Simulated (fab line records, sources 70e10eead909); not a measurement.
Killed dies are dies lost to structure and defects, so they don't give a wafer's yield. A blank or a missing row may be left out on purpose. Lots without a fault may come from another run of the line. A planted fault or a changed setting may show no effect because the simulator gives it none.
fab line records | flow nand_harc
record lots=6 wafers=18 last_day=30
route steps=1302 shown A_M1@1189 A_BONDPAD@1202 END@1302
lots that met no fault: from a run of the same line without faults
start_h: hours from the record's first day to the start of the lot's first wafer shown | wait_h: hours since the lot's step before | " the same as in the row above | L1.1+2: a row that stands for several wafers | - no value, or no start given | * or withheld: withheld | < > ~ a bound
route shown NAME@n: a module of which the file shows steps, and the number in the route of the first | usual: mean/standard deviation of fault-free wafers | same: alike in all rows | chamber/n: place in a boat | sites: the reading at each site | _std_site: their standard deviation | _edge_site: outer sites' mean less inner sites' | radius_mm: how far each site lies from the wafer's centre | mask NAME#n: copy n | behind: the tool/chamber that last shaped the wafer | hold: why the lot was held/for how many hours/how that ended | device: the transistor (n, p or np) that didn't switch | end of line: the same wafers' tests at the end of the route | a step without rows: its recipe alone | killed: dies lost to structure and defects at the first sort, not the wafer's yield | map: a wafer's dies, x killed, . not, _ none there
set.NAME: the setting as run; set.NAME@STEP: as run at that earlier step | model.NAME: the simulator's own value behind a step, which no gauge read
lots at some steps of the route; a table a step, a row a wafer
services: from which hour (start_h, from the record's first day; less than 0 if before it) a tool's chamber was out of use, for how many hours, and why
## steps
# step NHARC_A_M1_DEGAS_29
# recipe temp_c=250 time_s=60
# usual heater_power_w=333/31
# columns lot.wafer tool chamber start_h wait_h heater_power_w
L390.3 pvd_sputter-01 - 543.39 - 329
L390.4 " - " " 343
L390.6 " - " " 313
L393.4 pvd_sputter-01 - 570.30 - 326
L393.3 " - " " 344
L393.1 " - " " 285
L400.3 pvd_sputter-01 - 641.02 - 336
L400.2 " - " " 366
L400.4 " - " " 295
L401.3 pvd_sputter-02 - 668.85 - 334
L401.2 " - " " 347
L401.5 " - " " 366
L405.4 pvd_sputter-02 - 681.48 - 325
L405.6 " - " " 343
L405.5 " - " " 341
L404.2 pvd_sputter-01 - 691.97 - 302
L404.4 " - " " 288
L404.5 " - " " 367
# step NHARC_A_M1_PRE_CLEAN_30
# recipe time_s=30 temp_c=280 gas=H2/He
# usual heater_power_w=411/39
# columns lot.wafer tool chamber start_h wait_h heater_power_w
L390.4 pvd_sputter-01 - - - 401
L390.3 " - " " 423
L390.6 " - " " 400
L393.4 pvd_sputter-01 - - - 406
L393.1 " - " " 388
L393.3 " - " " 340
L400.3 pvd_sputter-01 - - - 344
L400.2 " - " " 445
L400.4 " - " " 374
L401.2 pvd_sputter-02 - - - 455
L401.3 " - " " 416
L401.5 " - " " 461
L405.4 pvd_sputter-02 - - - 452
L405.5 " - " " 438
L405.6 " - " " 400
L404.2 pvd_sputter-01 - - - 452
L404.4 " - " " 372
L404.5 " - " " 372
# step NHARC_A_M1_PVD_20
# recipe target_thk_a=50 bias_v=168.6 power_w=15000 chamber_pressure_pa=0.12 time_s=8.06 substrate_temp_c=50 material=TaN
# step NHARC_A_M1_PVD_21
# recipe target_thk_a=300 chamber_pressure_pa=5 power_w=5000 substrate_temp_c=30 time_s=20.49 material=Cu
# usual throttle_valve_pct=29.6/1
# columns lot.wafer tool chamber start_h wait_h throttle_valve_pct
L390.4 pvd_sputter-01 - - - 29.9
L390.3 " - " " 30.8
L390.6 " - " " 29.7
L393.1 pvd_sputter-01 - - - 29.6
L393.4 " - " " 29.5
L393.3 " - " " 30.7
L400.3 pvd_sputter-01 - - - 29.1
L400.2 " - " " 31.2
L400.4 " - " " 29.5
L401.3 pvd_sputter-02 - - - 29.8
L401.2 " - " " 28.2
L401.5 " - " " 30.0
L405.4 pvd_sputter-02 - - - 28.1
L405.6 " - " " 32.1
L405.5 " - " " 29.3
L404.4 pvd_sputter-01 - - - 29.6
L404.2 " - " " 28.9
L404.5 " - " " 31.1
# step NHARC_A_M1_ECD_22
# recipe target_thk_a=4000 bath_temp_c=25 material=Cu
# step NHARC_A_M1_ANNEAL_31
# recipe temp_c=225 time_s=90
# step NHARC_A_M1_CMP_23
# recipe t_overpolish_s=20 target_thk_nm=154.34
# usual motor_current_A=11.8/0.85 time_to_endpoint_s=29.0/2.6
# columns lot.wafer tool chamber start_h wait_h motor_current_A time_to_endpoint_s
L390.3 cmp-04 2 544.46 - 11.2 29.2
L390.4 " 0 " " 13.0 26.8
L390.6 " 2 " " 11.7 29.8
L393.3 cmp-03 3 571.42 - 11.7 33.8
L393.4 " 0 " " 14.0 29.2
L393.1 " 1 " " 11.8 30.4
L400.3 cmp-02 0 642.11 - 11.7 32.2
L400.2 " 1 " " 12.3 27.2
L400.4 " 2 " " 10.9 29.9
L401.2 cmp-03 0 669.92 - 13.2 29.8
L401.3 " 2 " " 10.3 32.0
L401.5 " 0 " " 13.2 30.8
L405.4 cmp-02 2 682.65 - 10.5 28.0
L405.6 " 3 " " 12.2 30.7
L405.5 " 0 " " 11.8 31.8
L404.4 cmp-02 1 693.08 - 12.5 23.4
L404.2 " 2 " " 10.4 25.2
L404.5 " 0 " " 11.4 28.4
# step NHARC_A_M1_THK_MEAS_24
# recipe thk_meas_gauge=xrf
# usual thk_nm=154.2/1.5
# columns lot.wafer tool chamber start_h wait_h thk_nm
L390.3 film_metro-01 - 544.77 - 153.0
L390.4 " - " " 152.4
L390.6 " - " " 154.3
L393.1 film_metro-01 - 571.70 - 155.0
L393.3 " - " " 155.8
L393.4 " - " " 155.0
L400.2 film_metro-02 - 642.43 - 152.2
L400.3 " - " " 156.3
L400.4 " - " " 154.4
L401.2 film_metro-02 - 670.24 - 153.6
L401.3 " - " " 153.7
L401.5 " - " " 154.5
L405.4 film_metro-01 - 682.88 - 151.9
L405.5 " - " " 155.4
L405.6 " - " " 154.1
L404.2 film_metro-02 - 693.37 - 153.2
L404.4 " - " " 151.1
L404.5 " - " " 156.3
# step NHARC_A_M1_SRD_25
# step NHARC_A_M1_INSPECT_27
# usual raw_defect_count=565/130
# columns lot.wafer tool chamber start_h wait_h raw_defect_count
L390.3 defect_inspect-01 - 544.93 0.0 584
L390.4 " - " " 535
L390.6 " - " " 670
L393.1 defect_inspect-02 - 571.86 0.0 585
L393.3 " - " " 602
L393.4 " - " " 672
L400.2 defect_inspect-02 - 642.59 0.0 991
L400.3 " - " " 428
L400.4 " - " " 538
L401.2 defect_inspect-01 - 670.41 0.0 771
L401.3 " - " " 766
L401.5 " - " " 740
L405.4 defect_inspect-01 - 683.04 0.0 472
L405.5 " - " " 541
L405.6 " - " " 424
L404.2 defect_inspect-01 - 693.53 0.0 559
L404.4 " - " " 512
L404.5 " - " " 588
# step NHARC_A_M1_PRE_CLEAN_32
# recipe time_s=12 temp_c=370 rf_power_w=300 gas=NH3
# step NHARC_A_M1_DEP_33
# recipe target_thk_a=300 temp_c=370 target_thk_nm=30 pressure_torr=3 flow_sccm=200 rf_w=450 material=SiCN
# usual chamber_pressure_Torr=3.000/0.0067 heater_power_outer_w=322/73 heater_power_w=567/87 showerhead_vpp_V=1338/72
# columns lot.wafer tool chamber start_h wait_h chamber_pressure_Torr heater_power_outer_w heater_power_w showerhead_vpp_V
L390.3 pecvd-02 0 545.16 0.1 2.991 256 465 1344
L390.6 " 1 " " 3.002 306 538 1251
L390.4 " 0 " " 2.988 265 462 1375
L393.3 pecvd-01 2 572.01 0.1 3.008 278 483 1245
L393.1 " 0 " " 3.002 327 589 1315
L393.4 " 1 " " 3.000 398 709 1280
L400.3 pecvd-02 1 642.74 0.1 3.003 319 550 1261
L400.2 " 0 " " 2.993 273 502 1363
L400.4 " 0 " " 3.000 280 513 1344
L401.2 pecvd-01 0 670.56 0.1 - - - -
L401.3 " 1 " " - - - -
L401.5 " 1 " " - - - -
L405.4 pecvd-04 1 683.31 0.2 - - - -
L405.5 " 2 " " - - - -
L405.6 " 0 " " - - - -
L404.2 pecvd-01 1 693.76 0.1 3.011 308 617 1277
L404.5 " 2 " " 2.997 266 489 1246
L404.4 " 0 " " 3.005 327 591 1334
# step NHARC_A_BONDPAD_DEP_00
# recipe target_thk_a=2500 temp_c=370 target_thk_nm=250 pressure_torr=3 flow_sccm=200 rf_w=450 material=SiCN
# usual chamber_pressure_Torr=2.999/0.0068 heater_power_outer_w=331/80 heater_power_w=560/110 showerhead_vpp_V=1310/53
# columns lot.wafer tool chamber start_h wait_h chamber_pressure_Torr heater_power_outer_w heater_power_w showerhead_vpp_V
L390.3 pecvd-04 0 545.63 - 3.006 449 733 1354
L390.4 " 0 " " 2.988 457 741 1356
L390.6 " 1 " " 2.996 450 665 1326
L393.1 pecvd-04 1 572.61 - 3.006 458 656 1321
L393.3 " 2 " " 2.992 214 406 1385
L393.4 " 2 " " 2.999 219 415 1388
L400.2 pecvd-03 2 643.29 - 3.001 211 390 1343
L400.3 " 0 " " 3.001 296 492 1227
L400.4 " 0 " " 2.995 296 514 1229
L401.3 pecvd-04 1 671.16 - 2.998 458 713 1315
L401.2 " 2 " " 2.997 240 422 1378
L401.5 " 1 " " 2.994 492 694 1306
L405.4 pecvd-03 2 683.87 - 2.997 259 458 1359
L405.6 " 0 " " 3.009 272 461 1209
L405.5 " 1 " " 3.002 326 572 1285
L404.2 pecvd-03 2 694.23 - 3.000 239 424 1345
L404.5 " 2 " " 2.994 244 433 1352
L404.4 " 0 " " 3.012 256 452 1213
# step NHARC_END_SORT_01
# recipe temp_c=25
# usual defect_limited_yield=93.3/1.5 killed_at_array=41/10 killed_at_other=0.8/0.91 killed_at_periphery=4.2/2.9 killed_dies=46/10 killed_open=3.5/2.1 killed_short=2.5/1.6 sort_bin_2_pct=2.4/0.71 sort_bin_3_pct=0.6/0.33 sort_bin_4_pct=3.8/0.93 sort_n_pass=631/10 sort_rim_yield_pct=86/4.5 sort_yield_pct=93.3/1.5
# same gross_dies=677 sort_bin_5_pct[%]=0 sort_bin_6_pct[%]=0 sort_bin_7_pct[%]=0 sort_bin_8_pct[%]=0 sort_rim_n_gross=106.00
# columns lot.wafer tool chamber start_h wait_h defect_limited_yield[%] killed_at_array killed_at_other killed_at_periphery killed_dies killed_open killed_short sort_bin_2_pct[%] sort_bin_3_pct[%] sort_bin_4_pct[%] sort_n_pass sort_rim_yield_pct[%] sort_yield_pct[%]
L393.1 prober-02 0 603.67 2.5 92.2 51 1 1 53 4 2 3.0 1.0 3.8 624 84 92.2
L393.3 prober-02 0 605.26 3.1 90.4 64 0 1 65 4 2 3.5 0.7 5.3 612 75 90.4
L393.4 prober-02 0 606.06 3.4 91.9 55 0 0 55 0 2 3.4 0.9 3.8 622 77 91.9
L400.2 prober-02 0 673.65 2.8 95.0 31 1 2 34 2 0 2.2 0.1 2.7 643 86 95.0
L400.3 prober-02 0 674.44 3.1 95.0 29 1 4 34 5 2 1.8 0.6 2.7 643 86 95.0
L400.4 prober-02 0 675.24 3.4 93.9 40 1 0 41 4 0 2.2 0.7 3.1 636 87 93.9
L401.2 prober-01 0 701.30 2.8 94.1 39 0 1 40 1 3 2.1 0.4 3.4 637 92 94.1
L401.3 prober-01 0 702.10 3.1 93.9 37 1 3 41 4 2 2.1 0.4 3.5 636 84 93.9
L401.5 prober-01 0 703.70 3.7 95.1 31 0 2 33 1 1 1.5 0.1 3.2 644 89 95.1
L404.2 prober-02 0 729.22 2.8 90.1 64 1 2 67 4 5 3.5 0.6 5.8 610 78 90.1
L404.4 prober-02 0 730.86 3.5 90.1 62 0 5 67 2 2 3.8 1.0 5.0 610 80 90.1
L404.5 prober-02 0 731.67 3.8 92.2 49 1 3 53 4 4 2.8 1.0 4.0 624 81 92.2
# killed by level:class
L393.1 A_SLIT:chamber_film_flake=18 A_CHANNEL_HOLE_D2:chamber_film_flake=12 A_CHANNEL_HOLE_D1:chamber_film_flake=7 A_CONTACT:chamber_film_flake=4 A_STAIRCASE:chamber_film_flake=2 P_M0:geometric_particle:open=1 A_ONON_D1:geometric_particle:short=1 A_CHANNEL_HOLE_D1:geometric_particle:open=1
L393.3 A_CHANNEL_HOLE_D1:chamber_film_flake=21 A_CHANNEL_HOLE_D2:chamber_film_flake=16 A_SLIT:chamber_film_flake=14 A_CONTACT:chamber_film_flake=4 A_M0:geometric_particle:open=2 A_DECK1_JOINT:chamber_film_flake=2 A_ONON_D2:geometric_particle:short=1 A_STAIRCASE:geometric_particle:short=1
L393.4 A_CHANNEL_HOLE_D2:chamber_film_flake=19 A_CHANNEL_HOLE_D1:chamber_film_flake=15 A_SLIT:chamber_film_flake=10 A_CONTACT:chamber_film_flake=6 A_SOURCE_PLATE:geometric_particle:short=2 A_DECK1_JOINT:chamber_film_flake=1 A_STAIRCASE:chamber_film_flake=1 A_SGD_CUT:chamber_film_flake=1
L400.2 A_CHANNEL_HOLE_D1:chamber_film_flake=16 A_CHANNEL_HOLE_D2:chamber_film_flake=9 A_WL_FILL:chamber_film_flake=3 A_CHANNEL_HOLE_D1:unspecified=2 P_CONTACT:geometric_particle:open=1 A_CHANNEL_FILL_D2:geometric_particle:open=1 P_STI:chamber_film_flake=1 THIN_TSV:chamber_film_flake=1
L400.3 A_CHANNEL_HOLE_D1:chamber_film_flake=13 A_CHANNEL_HOLE_D2:chamber_film_flake=11 P_CONTACT:geometric_particle:short=1 P_CONTACT:geometric_particle:open=1 P_M0:geometric_particle:open=1 P_M1:geometric_particle:open=1 A_CHANNEL_FILL_D1:geometric_particle:short=1 A_DECK1_JOINT:geometric_particle:open=1
L400.4 A_CHANNEL_HOLE_D1:chamber_film_flake=19 A_CHANNEL_HOLE_D2:chamber_film_flake=11 A_CHANNEL_HOLE_D1:unspecified=4 A_CHANNEL_FILL_D2:geometric_particle:open=2 A_WL_FILL:chamber_film_flake=2 A_SGD_CUT:geometric_particle:open=1 A_M1:geometric_particle:open=1 THIN_TSV:chamber_film_flake=1
L401.2 A_CHANNEL_HOLE_D1:chamber_film_flake=15 A_CONTACT:chamber_film_flake=9 A_SLIT:chamber_film_flake=4 A_STAIRCASE:chamber_film_flake=2 A_ONON_D1:geometric_particle:short=1 A_DECK1_JOINT:geometric_particle:short=1 A_WL_FILL:geometric_particle:short=1 A_BLC:geometric_particle:open=1
L401.3 A_CHANNEL_HOLE_D1:chamber_film_flake=17 A_STAIRCASE:chamber_film_flake=3 A_SLIT:chamber_film_flake=3 A_CONTACT:chamber_film_flake=3 A_DECK1_JOINT:chamber_film_flake=2 A_CHANNEL_HOLE_D2:chamber_film_flake=2 A_M0:chamber_film_flake=2 P_CONTACT:geometric_particle:open=1
L401.5 A_CHANNEL_HOLE_D1:chamber_film_flake=15 A_SLIT:chamber_film_flake=6 A_CONTACT:chamber_film_flake=4 A_STAIRCASE:chamber_film_flake=2 A_WL_FILL:chamber_film_flake=2 A_CHANNEL_FILL_D1:geometric_particle:short=1 A_CHANNEL_FILL_D1:geometric_particle:open=1 P_ZERO_WELL:chamber_film_flake=1
L404.2 A_CHANNEL_HOLE_D1:chamber_film_flake=18 A_SLIT:chamber_film_flake=12 A_CHANNEL_HOLE_D2:chamber_film_flake=10 A_CONTACT:chamber_film_flake=7 A_STAIRCASE:chamber_film_flake=5 A_SOURCE_PLATE:geometric_particle:short=2 A_BONDPAD:chamber_film_flake=2 P_CONTACT:geometric_particle:open=1
L404.4 A_CHANNEL_HOLE_D1:chamber_film_flake=22 A_SLIT:chamber_film_flake=14 A_CHANNEL_HOLE_D2:chamber_film_flake=11 A_CONTACT:chamber_film_flake=5 A_STAIRCASE:chamber_film_flake=4 P_GATE:chamber_film_flake=3 A_ZERO_WELL:chamber_film_flake=2 P_CONTACT:geometric_particle:short=1
L404.5 A_CHANNEL_HOLE_D1:chamber_film_flake=16 A_SLIT:chamber_film_flake=15 A_CHANNEL_HOLE_D2:chamber_film_flake=3 A_CHANNEL_FILL_D1:geometric_particle:short=2 P_GATE:chamber_film_flake=2 A_CONTACT:chamber_film_flake=2 A_BONDPAD:chamber_film_flake=2 A_ONON_D1:geometric_particle:open=1
## services
# columns tool chamber start_h hours kind
cmp-03 - 521.68 3.7 repair
pecvd-01 0 531.17 15.8 repair
cmp-02 - 535.70 4.0 pm
cmp-04 - 540.65 1.2 repair
pecvd-03 - 547.14 13.0 pm
cmp-03 - 554.00 4.0 pm
cmp-04 - 580.37 0.8 repair
pvd_sputter-01 - 582.05 10.0 pm
pecvd-02 - 589.30 13.0 pm
cmp-04 - 599.10 0.6 repair
pecvd-04 2 599.65 8.6 repair
cmp-04 - 601.00 4.0 pm
pecvd-03 - 607.19 0.6 repair
pvd_sputter-01 - 613.37 1.2 repair
pecvd-04 - 631.14 13.0 pm
cmp-02 - 633.70 4.0 pm
pvd_sputter-02 - 638.04 10.0 pm
cmp-03 - 652.00 4.0 pm
cmp-02 - 655.23 0.9 repair
cmp-04 - 663.16 0.9 repair
cmp-04 - 671.26 0.9 repair
cmp-03 - 673.06 4.9 repair
pecvd-01 - 673.22 13.0 pm
cmp-04 - 676.05 3.4 repair
## key
first_sign step=NHARC_A_M1_DEP_33 reading=tool_record direction=missing
effect none on later readings
met_at NHARC_A_M1_DEP_33
struck_wafers L401.2,L401.3,L401.5,L405.4,L405.5,L405.6
onset_between 572.01 670.56
fault kind=skipped_step_whole tool=pecvd-01,pecvd-04 chamber=- onset_h=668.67 steps=NHARC_A_M1_DEP_33 scope=struck_lots_only
